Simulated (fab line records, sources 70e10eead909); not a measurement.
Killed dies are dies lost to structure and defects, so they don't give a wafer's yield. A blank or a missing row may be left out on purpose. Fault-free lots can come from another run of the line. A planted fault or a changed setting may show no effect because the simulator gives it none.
What tool caused it?    flow nand harc    6 lots with 18 wafers sampled at 2 steps, on a route of 1159 steps

WHAT THE GAUGES READ, wafer by wafer
NHARC_P_M1_OVL_MEAS_10: pitch 260 nm.
lot   measured      on          overlay x nm (nm)
L602  day 6 11:08   overlay-01  0.7 0.8 0.5
L604  day 6 20:55   overlay-01  -1.4 -1.5 -1.9
L606  day 7 04:42   overlay-01  -0.1 0.8 0.6
L615  day 10 06:40  overlay-02  -0.5 -0.7 0.2
L619  day 10 16:23  overlay-01  -0.2 -0.3 -1.0
L621  day 10 19:40  overlay-01  0.8 0.0 0.5

EACH LOT AND THE TOOL THAT RAN IT (in order: tool; ch and the chambers of the sampled wafers; start)
lot   NHARC_P_M0_CMP_23
L602  cmp-03 ch 2,3, day 6 09:10
L604  cmp-03 ch 1,2,3, day 6 18:55
L606  cmp-01 ch 1,2,3, day 7 02:49
L615  cmp-01 ch 0,1,3, day 10 04:43
L619  cmp-01 ch 0,2, day 10 14:15
L621  cmp-02 ch 0,1,2, day 10 17:43
- NHARC_P_M0_CMP_23: polishes, t overpolish 20 s, target thk 117.53 nm.

THE ANSWER, worked out from the rows above alone
Rule: the lots themselves supply what counts as usual. The widest of any qualifying gaps counts: lots, ordered by their means at a reading, are off when they make up no more than a third of the lots, leave a main group of 4 or more, and stand apart from it by 3 or more times the standard deviation of that group's means. If all means in a main group match to the digits the tables above print for the reading, that group is not used. Also off: a lot with no number at a reading for which 4 or more lots have one. Where the step has rows for the other lots, those lots are counted as sound.
Across all readings shown, no lot is off: no conclusion can be drawn from this.

WHAT THE SIMULATOR HAD PUT IN
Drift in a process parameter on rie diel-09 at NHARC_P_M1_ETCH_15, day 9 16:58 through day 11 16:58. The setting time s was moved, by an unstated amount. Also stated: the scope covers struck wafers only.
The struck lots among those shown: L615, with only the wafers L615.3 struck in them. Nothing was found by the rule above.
